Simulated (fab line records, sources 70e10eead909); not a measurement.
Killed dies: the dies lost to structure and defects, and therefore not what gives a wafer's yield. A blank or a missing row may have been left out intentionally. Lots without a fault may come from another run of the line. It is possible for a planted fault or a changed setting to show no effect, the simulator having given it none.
A lot that was struck, set against a sound lot / flow nand-harc / 15 steps out of a route of 1302
Sound: wafers L143.1, L143.3, L143.5. Struck: wafers L150.1, L150.4, L150.5. The cause is given at the end.
Each step with rows lists, per side, the tool, then ch with its chambers, then its first start. Under that, the readings that differ: sound wafers / struck wafers / difference of the means / sigmas: that difference in standard deviations of wafers without a fault.
alike: readings with means less than 2 such deviations apart, plus words and numbers identical on both sides. not compared: withheld readings, readings lacking a value on some wafer, bounds such as >300 that could conceal the same value, and numbers that have no deviation in the record and whose values overlap.
The two part at a step that has a row with sigmas, a row that says differs or no value, or rows on one side only. Numbers that have no deviation but don't overlap get no sigmas and don't part them. A reading missing from all wafers of one side parts the sides only when that side holds two or more wafers.

first, 8 steps without rows for these wafers: NHARC_A_SLIT_DEHYDRATE_01 (time 120 s); NHARC_A_SLIT_HMDS_02 (time 30 s); NHARC_A_SLIT_COAT_03 (resist thk 90 nm); NHARC_A_SLIT_SOFTBAKE_04 (time 55 s); NHARC_A_SLIT_EBR_05; NHARC_A_SLIT_EXPOSE_06 (exposes mask SLIT); NHARC_A_SLIT_PEB_07 (peb time 65 s); NHARC_A_SLIT_DEVELOP_08 (develop time 35 s).
NHARC_A_SLIT_CD_MEAS_09: target cd 300 nm.
  sound on cd-sem-02 ch 0, day 22 19:42; struck on cd-sem-02 ch 0, day 24 07:15
  alike: cd-nm
NHARC_A_SLIT_OVL_MEAS_10:
  sound on overlay-01 at day 22 19:47; struck on overlay-02 at day 24 07:20
reading=overlay-x-nm (nm); sound=1.7 0.7 1.8; struck=-0.1 -0.4 -0.6; difference=-1.8; sigmas=-2
  alike: overlay-y-nm
NHARC_A_SLIT_INSPECT_11:
  sound on defect-inspect-02 at day 22 19:49; struck on defect-inspect-01 at day 24 07:22
  alike: raw-defect-count
NHARC_A_SLIT_DESCUM_14: chemistry O2, time 3 s.
  sound on rie-diel-01 ch 0,2,3, day 22 19:53; struck on rie-diel-03 ch 1,2,3, day 24 07:27
  alike: chamber-pressure-mTorr, drypump-motor-current-A, oes-product-au, rf-vpp-V, showerhead-plenum-p-Torr, throttle-valve-pct
  not compared: rf-hours-counter-h
NHARC_A_SLIT_ETCH_24: etches the open film in CF4/CHF3, target depth 121 nm, time 60.5 s.
  sound on rie-diel-01 ch 0,2,3, day 22 19:59; struck on rie-diel-03 ch 0,1,2, day 24 07:31
  no value came back on the struck wafers for any of 8 readings (bias-w (W), cf4-flow-sccm (sccm) and others); on the sound wafers bias-w (W) reads 199.4 199.0 199.6
  not compared: rf-hours-counter-h
NHARC_A_SLIT_ETCH_15: etches the open film in O2/COS, target depth 6200 nm, time 1612 s.
  sound on rie-diel-01 ch 1,2; struck on rie-diel-03 ch 1,3, day 24 07:43
reading=oes-product-au (a.u.); sound=1.019 0.996 1.010; struck=0.983 0.993 0.990; difference=-0.020; sigmas=-2
  alike: bias-w, chamber-pressure-mTorr, drypump-motor-current-A, rf-vpp-V, showerhead-plenum-p-Torr, throttle-valve-pct
  not compared: rf-hours-counter-h
-- record jumps: 5 days between struck wafers' starts before vs after; left off in module A_SLIT, resumes in module END, first step shown is number 1302 of the route --
NHARC_END_SORT_01:
  sound on prober-01 ch 0, day 27 13:25; struck on prober-02 ch 0, day 29 05:30
reading=hold; sound=- - -; struck=await-dispo/1.1h/scrap await-dispo/1.1h/scrap await-dispo/1.1h/scrap; difference=no value on the sound wafers; sigmas=
reading=killed-at-array; sound=28 23 25; struck=664 666 663; difference=+639; sigmas=+38
reading=killed-at-periphery; sound=3 1 2; struck=10 9 13; difference=+9; sigmas=+3
reading=killed-dies; sound=32 24 30; struck=677 677 677; difference=+648; sigmas=+41
  alike: killed-at-other, killed-open, killed-short

WHERE THEY PART
Last at NHARC_END_SORT_01 as far as this record goes, first at NHARC_A_SLIT_OVL_MEAS_10.

WHY: what the simulator had put in
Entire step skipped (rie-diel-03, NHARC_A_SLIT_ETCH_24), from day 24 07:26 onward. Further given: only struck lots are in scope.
